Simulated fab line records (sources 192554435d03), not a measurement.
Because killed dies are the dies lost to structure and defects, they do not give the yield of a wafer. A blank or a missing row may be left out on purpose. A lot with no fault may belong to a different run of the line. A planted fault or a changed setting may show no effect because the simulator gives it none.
Matching of chambers | flow n5 finfet | N5_BEOL_M3_DEP_57 on pecvd-01 has 3 sister chambers
The step deposits SiCN from 3MS/NH3, target thk 8 nm, time 14 s. 3 wafers are shown with their chamber, then 11 later ones without.

## WAFERS WITH THEIR CHAMBER
wafer  | chamber | throttle valve pct (%)
L085.6 | 0       | 8.6
L093.5 | 1       | 9.6
L097.1 | 2       | 8.7

## WAFERS MISSING THEIR CHAMBER
wafer  | throttle valve pct (%)
L097.2 | 9.5
L097.6 | 8.5
L095.1 | 8.8
L095.4 | 9.1
L095.6 | 8.5
L096.1 | 9.3
L096.3 | 9.4
L096.6 | 8.5
L094.1 | 9.4
L094.2 | 8.3
L094.6 | 9.2

## CHAMBER TAKEN BY EACH
wafer  | from the rows above          | in truth
L097.2 | 1                            | 1
L097.6 | can't be placed: 0 or 2      | 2
L095.1 | can't be placed: 2 or 0      | 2
L095.4 | can't be placed: 2 or 0 or 1 | 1
L095.6 | can't be placed: 0 or 2      | 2
L096.1 | can't be placed: 1 or 2 or 0 | 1
L096.3 | 1                            | 1
L096.6 | can't be placed: 0 or 2      | 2
L094.1 | 1                            | 1
L094.2 | can't be placed: 0 or 2      | 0
L094.6 | can't be placed: 1 or 2 or 0 | 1
Correct placement for 3 of the 11. These rows do not allow placing 8 (true chamber among the candidates in 8). Placed wrongly: 0.
How it was worked out, from the rows above alone: a wafer's distance from a chamber is the root of the sum, over the readings, of the square of ((its reading less the chamber's mean) divided by the reading's scatter). The wafer belongs to the nearest chamber; if the next one is less than 2 further off, it can't be placed. A chamber's mean is the mean of its shown wafers. The scatter: root of mean squared gap, hidden wafer to nearest shown wafer, with one shown wafer a chamber.
